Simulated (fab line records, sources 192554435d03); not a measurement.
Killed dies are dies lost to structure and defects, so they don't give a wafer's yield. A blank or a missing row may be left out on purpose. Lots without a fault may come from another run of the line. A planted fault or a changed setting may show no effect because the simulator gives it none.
Which tool did it? | flow n5_finfet | 12 lots, 36 wafers sampled, at 3 steps of a route of 1938

WHAT THE GAUGES READ, wafer by wafer
N5_BEOL_M7_CD_MEAS_35: target cd 40 nm.
lot  | measured     | on        | cd_nm (nm)
L075 | day 11 13:11 | cd_sem-03 | 40.6 40.0 41.1
L076 | day 12 04:47 | cd_sem-01 | 39.7 40.4 39.5
L079 | day 12 09:13 | cd_sem-01 | 39.4 40.0 40.8
L082 | day 12 18:18 | cd_sem-01 | 39.8 40.0 40.4
L083 | day 13 01:43 | cd_sem-03 | 40.6 39.9 40.0
L085 | day 14 00:40 | cd_sem-02 | 40.6 39.7 40.7
L087 | day 14 02:16 | cd_sem-01 | 39.8 39.9 40.1
L089 | day 15 04:25 | cd_sem-03 | 39.3 39.4 40.1
L092 | day 15 16:58 | cd_sem-01 | 40.0 40.0 39.5
L091 | day 16 00:55 | cd_sem-03 | 40.1 39.9 40.1
L095 | day 17 05:22 | cd_sem-03 | 40.0 40.8 40.7
L094 | day 17 12:10 | cd_sem-03 | 40.4 40.7 40.3

WHICH TOOL RAN EACH LOT (tool, then ch and the chambers of the sampled wafers, then the start)
lot  | N5_BEOL_M7_ETCH_65                 | N5_BEOL_M7_ETCH_66
L075 | rie_diel-02 ch 0,2, day 11 12:38   | rie_diel-02 ch 0,2, day 11 12:40
L076 | rie_diel-03 ch 0,1,3, day 12 04:16 | rie_diel-03 ch 0,1,3, day 12 04:17
L079 | rie_diel-05 ch 1,2,3, day 12 08:40 | rie_diel-05 ch 1,2,3, day 12 08:42
L082 | rie_diel-05 ch 0,1, day 12 17:46   | rie_diel-05 ch 0,1, day 12 17:48
L083 | rie_diel-02 ch 0,1,2, day 13 01:11 | rie_diel-02 ch 0,1,2, day 13 01:13
L085 | rie_diel-05 ch 0,1,3, day 14 00:08 | rie_diel-05 ch 0,1,3, day 14 00:10
L087 | rie_diel-03 ch 2,3, day 14 01:44   | rie_diel-03 ch 2,3, day 14 01:46
L089 | rie_diel-05 ch 1,3, day 15 03:53   | rie_diel-05 ch 1,3, day 15 03:55
L092 | rie_diel-05 ch 1,2,3, day 15 16:26 | rie_diel-05 ch 1,2,3, day 15 16:28
L091 | rie_diel-05 ch 0,1,2, day 16 00:17 | rie_diel-05 ch 0,1,2, day 16 00:19
L095 | rie_diel-02 ch 1,2,3, day 17 04:50 | rie_diel-02 ch 1,2,3, day 17 04:52
L094 | rie_diel-03 ch 0,3, day 17 11:38   | rie_diel-03 ch 0,3, day 17 11:39
- N5_BEOL_M7_ETCH_65: etches SiARC in CF4, target depth 15.6 nm, time 26 s.
- N5_BEOL_M7_ETCH_66: etches SOC in N2/H2, target depth 80 nm, overetch 16 nm, time 120 s.

THE ANSWER, worked out from the rows above alone
Rule: what is usual is taken from the lots themselves. Put in order of their means at a reading, lots are off if they are a third of the lots or fewer, leave a main group of 4 or more, and stand apart from it by a gap of 3 or more times the standard deviation of the main group's means; of several such gaps the widest counts. A main group whose means are all the same, to the digits that the tables above print for the reading, isn't used. A lot without any number at a reading at which 4 lots or more have one is off too. The other lots that the step has rows for count as sound.
No lot is off at any reading shown: from this, nothing can be told.

WHAT THE SIMULATOR HAD PUT IN
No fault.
